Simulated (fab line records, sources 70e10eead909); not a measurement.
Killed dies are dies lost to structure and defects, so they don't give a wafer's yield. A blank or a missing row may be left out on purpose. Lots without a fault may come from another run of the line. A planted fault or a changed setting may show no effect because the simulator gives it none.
Which tool did it? | flow nand_harc | 12 lots, 36 wafers sampled, at 7 steps of a route of 1159

WHAT THE GAUGES READ, wafer by wafer
NHARC_P_START_INSPECT_01.
lot  | measured    | on                | raw_defect_count
L781 | day 1 18:02 | defect_inspect-01 | 2 3 2
L782 | day 2 00:02 | defect_inspect-01 | 4 3 1
L785 | day 2 18:02 | defect_inspect-02 | 2 1 6
L786 | day 3 00:02 | defect_inspect-02 | 2 4 5
L787 | day 3 06:02 | defect_inspect-01 | 2 5 3
L788 | day 3 12:02 | defect_inspect-01 | 3 5 1
L790 | day 4 00:02 | defect_inspect-02 | 2 4 1
L791 | day 4 06:02 | defect_inspect-01 | 3 1 9
L794 | day 5 00:02 | defect_inspect-01 | 5 3 6
L795 | day 5 06:02 | defect_inspect-01 | 7 5 2
L802 | day 7 00:02 | defect_inspect-01 | 1 8 3
L803 | day 7 06:02 | defect_inspect-02 | 2 2 4

NHARC_P_ZERO_WELL_CD_MEAS_52: target cd 2000 nm.
lot  | measured    | on        | cd_nm (nm)
L781 | day 1 23:57 | cd_sem-01 | 1999.4 2000.1 1999.9
L782 | day 2 05:40 | cd_sem-01 | 2002.2 1997.3 2002.6
L785 | day 3 02:40 | cd_sem-03 | 1999.0 1999.9 2001.8
L786 | day 3 05:49 | cd_sem-03 | 2001.8 1999.0 2000.0
L787 | day 3 11:33 | cd_sem-01 | 1999.9 2000.7 2001.4
L788 | day 3 17:49 | cd_sem-02 | 1999.9 2002.7 2004.2
L790 | day 4 05:47 | cd_sem-03 | 1997.8 2000.1 1998.1
L791 | day 4 11:43 | cd_sem-03 | 2002.1 2000.8 2001.7
L794 | day 5 05:38 | cd_sem-02 | 1999.6 1996.8 1995.2
L795 | day 5 11:47 | cd_sem-02 | 1999.7 2001.7 2003.8
L802 | day 7 05:48 | cd_sem-03 | 2002.1 2002.2 1998.4
L803 | day 7 11:53 | cd_sem-02 | 1996.3 1999.3 1998.7

NHARC_P_ZERO_WELL_INSPECT_43.
lot  | measured    | on                | raw_defect_count
L781 | day 2 01:48 | defect_inspect-02 | 19 21 20
L782 | day 2 07:31 | defect_inspect-02 | 11 18 22
L785 | day 3 04:37 | defect_inspect-02 | 10 14 21
L786 | day 3 07:44 | defect_inspect-02 | 7 15 13
L787 | day 3 13:23 | defect_inspect-01 | 14 10 10
L788 | day 3 19:38 | defect_inspect-02 | 14 12 8
L790 | day 4 07:36 | defect_inspect-01 | 37 15 17
L791 | day 4 13:39 | defect_inspect-02 | 14 6 13
L794 | day 5 07:31 | defect_inspect-02 | 13 7 25
L795 | day 5 13:38 | defect_inspect-01 | 13 798 12
L802 | day 7 07:46 | defect_inspect-01 | 6 10 4
L803 | day 7 13:43 | defect_inspect-02 | 13 6 8

NHARC_P_STI_INSPECT_11.
lot  | measured    | on                | raw_defect_count
L781 | day 2 17:18 | defect_inspect-02 | 10 7 0
L782 | day 3 00:01 | defect_inspect-01 | 2 5 11
L785 | day 3 23:02 | defect_inspect-01 | 7 9 12
L786 | day 3 23:12 | defect_inspect-02 | 7 10 8
L787 | day 4 05:40 | defect_inspect-02 | 6 14 3
L788 | day 4 12:19 | defect_inspect-02 | 6 5 4
L790 | day 4 23:02 | defect_inspect-02 | 8 4 5
L791 | day 5 06:20 | defect_inspect-01 | 7 4 6
L794 | day 5 22:50 | defect_inspect-02 | 5 8 2
L795 | day 6 04:59 | defect_inspect-01 | 3 787 2
L802 | day 7 23:13 | defect_inspect-01 | 6 7 3
L803 | day 8 05:11 | defect_inspect-02 | 6 8 3

NHARC_END_SORT_01.
lot  | measured     | on        | killed_at_array | killed_at_other | killed_at_periphery | killed_dies | killed_open | killed_short
L795 | day 24 04:15 | prober-01 | 16 10 18        | 3 0 0           | 2 97 3              | 21 107 21   | 2 2 5       | 3 1 3

WHICH TOOL RAN EACH LOT (tool, then ch and the chambers of the sampled wafers, then the start)
lot  | NHARC_P_ZERO_WELL_DESCUM_13       | NHARC_P_ZERO_WELL_STRIP_15
L781 | rie_diel-12 ch 0,1,2, day 1 19:31 | wet_bench-04 ch 1,4,7, day 1 19:56
L782 | rie_diel-08 ch 0,1,3, day 2 01:19 | wet_bench-03 ch 2,3,5, day 2 01:42
L785 | rie_diel-08 ch 1,2,3, day 2 19:17 | wet_bench-03 ch 4,5,6, day 2 19:42
L786 | rie_diel-12 ch 1,2,3, day 3 01:25 | wet_bench-04 ch 2,3,5, day 3 01:51
L787 | rie_diel-08 ch 0,2,3, day 3 07:26 | wet_bench-04 ch 2,6,7, day 3 07:49
L788 | rie_diel-12 ch 1,2,3, day 3 13:16 | wet_bench-03 ch 0,3,7, day 3 13:44
L790 | rie_diel-01 ch 1,2,3, day 4 01:25 | wet_bench-04 ch 0,1,3, day 4 01:50
L791 | rie_diel-01 ch 0,1,3, day 4 07:22 | wet_bench-03 ch 3,4,5, day 4 07:46
L794 | rie_diel-01 ch 0,1,2, day 5 01:25 | wet_bench-04 ch 1,2,6, day 5 01:48
L795 | rie_diel-12 ch 2,3, day 5 07:16   | wet_bench-04 ch 1,2,4, day 5 07:42
L802 | rie_diel-12 ch 0,1,2, day 7 01:24 | wet_bench-03 ch 2,5,7, day 7 01:49
L803 | rie_diel-12 ch 0,1,2, day 7 07:23 | wet_bench-09 ch 1,2,7, day 7 07:49
- NHARC_P_ZERO_WELL_DESCUM_13: chemistry O2, time 3 s.
- NHARC_P_ZERO_WELL_STRIP_15: strips in SPM, time 900 s.

WHAT THE TOOLS THEMSELVES READ (means of the sampled wafers that have a number; where no wafer has one, the mark that the record gives instead)
NHARC_P_ZERO_WELL_DESCUM_13.
lot  | tool        | drypump_motor_current_A (A) | oes_product_au (a.u.) | rf_vpp_V (V) | showerhead_plenum_p_Torr (Torr) | throttle_valve_pct (%)
L781 | rie_diel-12 | 6.2                         | 0.997                 | 57.8         | 2.06                            | 11.304
L782 | rie_diel-08 | 6.0                         | 1.002                 | 57.5         | 1.87                            | 11.310
L785 | rie_diel-08 | 5.6                         | 1.002                 | 57.3         | 1.85                            | 11.319
L786 | rie_diel-12 | 5.7                         | 1.000                 | 58.3         | 1.98                            | 11.314
L787 | rie_diel-08 | 5.7                         | 1.001                 | 58.3         | 1.89                            | 11.314
L788 | rie_diel-12 | 5.7                         | 1.007                 | 57.9         | 1.98                            | 11.315
L790 | rie_diel-01 | 5.5                         | 1.010                 | 58.3         | 1.91                            | 11.311
L791 | rie_diel-01 | 5.6                         | 1.000                 | 58.5         | 1.90                            | 11.318
L794 | rie_diel-01 | 5.6                         | 1.010                 | 58.3         | 1.89                            | 11.311
L795 | rie_diel-12 | 5.5                         | 0.992                 | 57.8         | 1.99                            | 11.301
L802 | rie_diel-12 | 6.2                         | 1.006                 | 59.1         | 2.06                            | 11.308
L803 | rie_diel-12 | 6.2                         | 1.008                 | 56.7         | 2.06                            | 11.317

THE ANSWER, worked out from the rows above alone
Rule: what is usual is taken from the lots themselves. Put in order of their means at a reading, lots are off if they are a third of the lots or fewer, leave a main group of 4 or more, and stand apart from it by a gap of 3 or more times the standard deviation of the main group's means; of several such gaps the widest counts. A main group whose means are all the same, to the digits that the tables above print for the reading, isn't used. A lot without any number at a reading at which 4 lots or more have one is off too. The other lots that the step has rows for count as sound. The gauges are gone through in route order, then the tools' own readings, and for those a lot's mean is taken as printed above. The first step at which some lot is off is used, and at that step the reading that is off furthest; a lot without a number counts as furthest.
Off: L795, at NHARC_P_ZERO_WELL_INSPECT_43 (raw_defect_count). The main group: mean 14, standard deviation 4.6.
A tool fits if, at a process step before that reading, it ran every lot that is off, and no sound lot after the first of them. The gauges at NHARC_P_ZERO_WELL_INSPECT_43 are tried like those tools. One fits: wet_bench-04 at NHARC_P_ZERO_WELL_STRIP_15. Its last sound lot is L794 (day 5 01:48), its first lot that is off L795 (day 5 07:42): a fault that began between those two fits.

WHAT THE SIMULATOR HAD PUT IN
Chamber particle source: wet_bench-04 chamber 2, from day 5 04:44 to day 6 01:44, at NHARC_P_ZERO_WELL_STRIP_15. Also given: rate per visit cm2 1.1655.
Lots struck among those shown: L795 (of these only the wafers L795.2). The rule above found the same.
